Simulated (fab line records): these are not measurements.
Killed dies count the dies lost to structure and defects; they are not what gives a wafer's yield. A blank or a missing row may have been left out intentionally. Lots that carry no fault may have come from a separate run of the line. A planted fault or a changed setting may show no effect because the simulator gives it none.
Matching of chambers :: flow n5-finfet :: cmp-01 running N5_BEOL_M6_CMP_52: 4 sister chambers
The step polishes, stops on SiCOH lowk, t overpolish 6.9 s, target thk 80 nm. 22 wafers are shown with their chamber, then 11 later ones without.

== WAFERS PAIRED WITH THEIR CHAMBERS ==
wafer: L075.3
chamber: 2
motor-current-A (A): 7.0
overpolish-run-s (s): 6.904
retaining-ring-pressure-frac: 1.004

wafer: L075.5
chamber: 0
motor-current-A (A): 6.4
overpolish-run-s (s): 6.887
retaining-ring-pressure-frac: 1.005

wafer: L075.6
chamber: 1
motor-current-A (A): 6.8
overpolish-run-s (s): 6.908
retaining-ring-pressure-frac: 1.003

wafer: L078.1
chamber: 2
motor-current-A (A): 6.8
overpolish-run-s (s): 6.900
retaining-ring-pressure-frac: 1.002

wafer: L078.2
chamber: 1
motor-current-A (A): 6.6
overpolish-run-s (s): 6.908
retaining-ring-pressure-frac: 0.994

wafer: L078.3
chamber: 0
motor-current-A (A): 6.8
overpolish-run-s (s): 6.895
retaining-ring-pressure-frac: 1.007

wafer: L076.1
chamber: 0
motor-current-A (A): 6.3
overpolish-run-s (s): 6.904
retaining-ring-pressure-frac: 1.006

wafer: L076.4
chamber: 3
motor-current-A (A): 6.2
overpolish-run-s (s): 6.909
retaining-ring-pressure-frac: 0.995

wafer: L076.5
chamber: 3
motor-current-A (A): 6.4
overpolish-run-s (s): 6.902
retaining-ring-pressure-frac: 0.993

wafer: L079.2
chamber: 2
motor-current-A (A): 7.0
overpolish-run-s (s): 6.906
retaining-ring-pressure-frac: 0.995

wafer: L079.3
chamber: 3
motor-current-A (A): 6.2
overpolish-run-s (s): 6.889
retaining-ring-pressure-frac: 1.006

wafer: L079.5
chamber: 0
motor-current-A (A): 6.6
overpolish-run-s (s): 6.902
retaining-ring-pressure-frac: 1.003

wafer: L083.1
chamber: 2
motor-current-A (A): 7.0
overpolish-run-s (s): 6.909
retaining-ring-pressure-frac: 1.001

wafer: L083.3
chamber: 1
motor-current-A (A): 7.0
overpolish-run-s (s): 6.905
retaining-ring-pressure-frac: 0.990

wafer: L083.5
chamber: 3
motor-current-A (A): 6.0
overpolish-run-s (s): 6.885
retaining-ring-pressure-frac: 1.007

wafer: L084.1
chamber: 2
motor-current-A (A): 6.7
overpolish-run-s (s): 6.908
retaining-ring-pressure-frac: 0.999

wafer: L084.3
chamber: 1
motor-current-A (A): 6.9
overpolish-run-s (s): 6.918
retaining-ring-pressure-frac: 1.007

wafer: L084.5
chamber: 3
motor-current-A (A): 6.2
overpolish-run-s (s): 6.914
retaining-ring-pressure-frac: 1.002

wafer: L087.2
chamber: 2
motor-current-A (A): 6.9
overpolish-run-s (s): 6.908
retaining-ring-pressure-frac: 0.995

wafer: L087.3
chamber: 3
motor-current-A (A): 6.1
overpolish-run-s (s): 6.890
retaining-ring-pressure-frac: 0.984

wafer: L087.4
chamber: 0
motor-current-A (A): 6.6
overpolish-run-s (s): 6.892
retaining-ring-pressure-frac: 1.003

wafer: L090.1
chamber: 0
motor-current-A (A): 6.6
overpolish-run-s (s): 6.915
retaining-ring-pressure-frac: 1.001

SIGNATURES (means of the wafers above)
reading: motor-current-A
chamber 0: 6.550
chamber 1: 6.825
chamber 2: 6.900
chamber 3: 6.183
scatter within a chamber: 0.151

reading: overpolish-run-s
chamber 0: 6.89917
chamber 1: 6.90975
chamber 2: 6.90583
chamber 3: 6.89817
scatter within a chamber: 0.00869

reading: retaining-ring-pressure-frac
chamber 0: 1.00417
chamber 1: 0.99850
chamber 2: 0.99933
chamber 3: 0.99783
scatter within a chamber: 0.0061
Rule: distance of a wafer from a chamber = root of the sum over the readings of ((wafer's reading minus chamber's mean) / reading's scatter) squared. The wafer belongs to the nearest chamber; if the next one is less than 2 further off, it can't be placed. The scatter is the square root of a quotient: the sum, over the shown wafers, of each reading's squared deviation from its chamber's mean, divided by wafers minus chambers.

== WAFERS MISSING THEIR CHAMBER ==
wafer: L090.2
motor-current-A (A): 6.6
overpolish-run-s (s): 6.899
retaining-ring-pressure-frac: 0.993

wafer: L090.3
motor-current-A (A): 6.5
overpolish-run-s (s): 6.909
retaining-ring-pressure-frac: 1.005

wafer: L091.1
motor-current-A (A): 6.5
overpolish-run-s (s): 6.883
retaining-ring-pressure-frac: 1.005

wafer: L091.2
motor-current-A (A): 7.0
overpolish-run-s (s): 6.920
retaining-ring-pressure-frac: 0.991

wafer: L091.5
motor-current-A (A): 6.5
overpolish-run-s (s): 6.894
retaining-ring-pressure-frac: 0.995

wafer: L096.1
motor-current-A (A): 6.9
overpolish-run-s (s): 6.902
retaining-ring-pressure-frac: 1.004

wafer: L096.2
motor-current-A (A): 7.1
overpolish-run-s (s): 6.904
retaining-ring-pressure-frac: 1.003

wafer: L096.6
motor-current-A (A): 7.0
overpolish-run-s (s): 6.895
retaining-ring-pressure-frac: 1.000

wafer: L097.1
motor-current-A (A): 6.0
overpolish-run-s (s): 6.915
retaining-ring-pressure-frac: 1.000

wafer: L097.2
motor-current-A (A): 6.9
overpolish-run-s (s): 6.897
retaining-ring-pressure-frac: 1.005

wafer: L097.4
motor-current-A (A): 6.7
overpolish-run-s (s): 6.912
retaining-ring-pressure-frac: 1.004

== WHICH CHAMBER EACH WENT THROUGH ==
wafer: L090.2
from the rows above: can't be placed: 0 or 1 or 2 or 3
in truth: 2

wafer: L090.3
from the rows above: can't be placed: 0 or 1 or 3 or 2
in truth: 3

wafer: L091.1
from the rows above: can't be placed: 0 or 3 or 2
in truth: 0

wafer: L091.2
from the rows above: can't be placed: 1 or 2
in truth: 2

wafer: L091.5
from the rows above: can't be placed: 0 or 3 or 1 or 2
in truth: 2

wafer: L096.1
from the rows above: can't be placed: 2 or 1 or 0
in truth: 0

wafer: L096.2
from the rows above: can't be placed: 2 or 1
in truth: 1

wafer: L096.6
from the rows above: can't be placed: 2 or 1 or 0
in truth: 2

wafer: L097.1
from the rows above: can't be placed: 3 or 0
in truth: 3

wafer: L097.2
from the rows above: can't be placed: 2 or 1 or 0
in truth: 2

wafer: L097.4
from the rows above: can't be placed: 1 or 2 or 0
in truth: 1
0 of 11 placed correctly. Cannot be placed on the basis of these rows: 11; the candidates contain the true chamber in 11. Placed wrongly: 0.
